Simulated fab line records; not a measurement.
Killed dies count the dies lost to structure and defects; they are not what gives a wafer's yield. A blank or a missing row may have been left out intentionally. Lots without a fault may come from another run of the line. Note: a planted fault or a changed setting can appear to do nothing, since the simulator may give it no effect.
Matching of chambers | flow n5 finfet | N5_BEOL_M5_PRE_CLEAN_77 on cvd co-02: 3 sister chambers
The step time 15 s. 6 wafers are shown with their chamber, then 12 later ones without.

== WAFERS, EACH WITH ITS CHAMBER ==
wafer  | chamber | heater power w (W)
L086.4 | 2       | 95
L086.5 | 1       | 96
L086.6 | 0       | 64
L087.1 | 1       | 99
L087.2 | 0       | 68
L087.3 | 2       | 95

== WAFERS MISSING THEIR CHAMBER ==
wafer  | heater power w (W)
L087.4 | 66
L087.5 | 98
L087.6 | 99
L092.1 | 67
L092.5 | 95
L092.6 | 66
L096.1 | 67
L096.3 | 66
L096.4 | 97
L097.2 | 68
L097.3 | 97
L097.5 | 65

== WHICH CHAMBER EACH WENT THROUGH ==
wafer  | from the rows above     | in truth
L087.4 | 0                       | 0
L087.5 | can't be placed: 1 or 2 | 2
L087.6 | can't be placed: 1 or 2 | 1
L092.1 | 0                       | 0
L092.5 | can't be placed: 2 or 1 | 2
L092.6 | 0                       | 0
L096.1 | 0                       | 0
L096.3 | 0                       | 0
L096.4 | can't be placed: 1 or 2 | 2
L097.2 | 0                       | 0
L097.3 | can't be placed: 1 or 2 | 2
L097.5 | 0                       | 0
Placed correctly: 7 of 12. These rows do not allow placing 5 (true chamber among the candidates in 5). Wrongly placed: 0.
How it was worked out, from the rows above alone: a wafer's distance from a chamber is the root of the sum, over the readings, of the square of ((its reading less the chamber's mean) divided by the reading's scatter). The wafer belongs to the nearest chamber; if the next one is less than 2 further off, it can't be placed. For every chamber, the mean is computed from those of its wafers that are shown. The scatter: take each reading less its chamber's mean, square it, sum over the shown wafers, divide by the number of wafers less the number of chambers, and take the root.
